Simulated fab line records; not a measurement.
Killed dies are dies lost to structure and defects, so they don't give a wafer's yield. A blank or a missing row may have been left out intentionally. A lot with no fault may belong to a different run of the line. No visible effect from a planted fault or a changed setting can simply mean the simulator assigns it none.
Problem report in the 8D (eight disciplines) form, filled by code    flow nand harc    the parts of the form that need people (team, actions taken, sign-off) are left out

1. WHAT WENT WRONG
At NHARC_A_ONON_D1_THK_MEAS_14, thk nm averages 1330 nm over 3 wafers from 2 lots, while fault-free wafers read 999 nm, standard deviation 11. That puts it +30 standard deviations away from the usual mean.
The step: measures by ellipsometry.
Seen first at day 14 09:44 on film metro-01, wafer L620.2. The record has a number at this step for 42 wafers belonging to 14 lots. The rule behind "out" and "out of limits": a value lying over 4 standard deviations away from the usual mean. All remaining wafers that have a number are taken as sound.

2. WHAT IT IS, WHAT IT ISN'T
question                     is                      is not
which readings at this step  thk nm                  -
which lots                   L620, L622              L605, L606, L607, L608, L609, L610, L611, L612, L613, L615, L627, L628
which wafers of those lots   L620.2, L620.4, L622.2  L620.3, L622.3, L622.6
read on which gauges         film metro-01           film metro-02
when                         from day 14 09:44       up to then (31 sound wafers); but 8 sound wafers of L622, L627, L628 came after

3. SUSPECTS, AND WHAT RULES EACH OUT
Counting: any tool at a process step up to the reading remains a suspect provided it ran every lot that is out. Sound lots after the first of them don't rule it out here, since some wafers of a struck lot are sound.
- the gauge at NHARC_A_ONON_D1_THK_MEAS_14: kept. All the wafers that are out were read on film metro-01, and no step on other tools shows them out.
- pecvd onon-03 at NHARC_A_ONON_D1_DEP_12 (target thk 1000 nm): kept. Ran every lot that is out, first one L620 (day 14 09:17); last sound lot up to then L611 (day 10 09:25).
What counting leaves: pecvd onon-03 at NHARC_A_ONON_D1_DEP_12 and film metro-01 at NHARC_A_ONON_D1_THK_MEAS_14.

4. THE CAUSE (what the simulator had put in)
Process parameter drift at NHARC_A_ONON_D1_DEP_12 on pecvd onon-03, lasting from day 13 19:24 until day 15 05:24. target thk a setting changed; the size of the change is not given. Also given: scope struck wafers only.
After counting, 2 suspects remain, this tool included.

5. THE EFFECT CHAIN, in route order
Each row: a reading whose mean over the struck wafers that have a number lies more than 3 standard deviations from the usual. Scope: only readings with a usual standard deviation given in the record; hours: median across lots of the time from each lot's start at the first step in this table that gives one to its start at this step; sigmas: change in usual standard deviations.
hours  step                         reading  usual   on struck wafers  change  sigmas
0      NHARC_A_ONON_D1_THK_MEAS_14  thk nm   999 nm  1330              +331    +30
At these later measuring or inspecting steps, every struck wafer for which the step has a row has a number for every such reading, and none has moved that far: NHARC_A_ONON_D1_THK_MEAS_27, NHARC_END_SORT_01.

6. HOW IT WOULD HAVE BEEN CAUGHT EARLIER
In this record the first reading out of limits at a measuring or inspecting step was taken at day 14 09:44, 14 hours after the fault began at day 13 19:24.
Of the lots that are out (2), L622 began NHARC_A_ONON_D1_DEP_12 on pecvd onon-03 after day 14 09:44. It would have been spared by a hold on the tool at that moment.
